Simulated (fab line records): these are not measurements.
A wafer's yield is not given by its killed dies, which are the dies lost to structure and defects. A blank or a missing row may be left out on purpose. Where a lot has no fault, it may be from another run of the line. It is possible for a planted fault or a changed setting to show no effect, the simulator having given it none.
Matching of chambers :: flow n5 finfet :: rie si-01 running N5_BEOL_M0_SAQP_ETCH_102: 4 sister chambers
The step etches SiO2 in CF4, target depth 4 nm, time 4.4 s. 4 wafers are shown with their chamber, then 9 later ones without.

## EACH WAFER AND ITS CHAMBER
wafer: L703.4
chamber: 3
drypump motor current A (A): 5.8

wafer: L706.3
chamber: 2
drypump motor current A (A): 6.2

wafer: L709.1
chamber: 0
drypump motor current A (A): 5.3

wafer: L709.6
chamber: 1
drypump motor current A (A): 5.6

## WAFERS MISSING THEIR CHAMBER
wafer: L721.1
drypump motor current A (A): 6.3

wafer: L721.2
drypump motor current A (A): 5.3

wafer: L721.4
drypump motor current A (A): 5.8

wafer: L724.2
drypump motor current A (A): 5.6

wafer: L724.4
drypump motor current A (A): 5.3

wafer: L724.6
drypump motor current A (A): 5.8

wafer: L725.3
drypump motor current A (A): 6.2

wafer: L725.4
drypump motor current A (A): 5.3

wafer: L725.5
drypump motor current A (A): 5.7

## THE CHAMBER EACH PASSED THROUGH
wafer: L721.1
from the rows above: 2
in truth: 2

wafer: L721.2
from the rows above: 0
in truth: 0

wafer: L721.4
from the rows above: 3
in truth: 3

wafer: L724.2
from the rows above: 1
in truth: 1

wafer: L724.4
from the rows above: 0
in truth: 0

wafer: L724.6
from the rows above: 3
in truth: 3

wafer: L725.3
from the rows above: 2
in truth: 2

wafer: L725.4
from the rows above: 0
in truth: 0

wafer: L725.5
from the rows above: can't be placed: 3 or 1
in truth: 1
Placed correctly: 8 of 9. Unplaceable from these rows: 1, with the true chamber sitting among the candidates in 1. 0 placed wrongly.
How it was worked out, from the rows above alone: a wafer's distance from a chamber is the root of the sum, over the readings, of the square of ((its reading less the chamber's mean) divided by the reading's scatter). The wafer belongs to the nearest chamber; if the next one is less than 2 further off, it can't be placed. For every chamber, the mean is computed from those of its wafers that are shown. The scatter (one wafer shown for each chamber): square how far every hidden wafer sits from the nearest shown wafer, average those squares and take the square root.
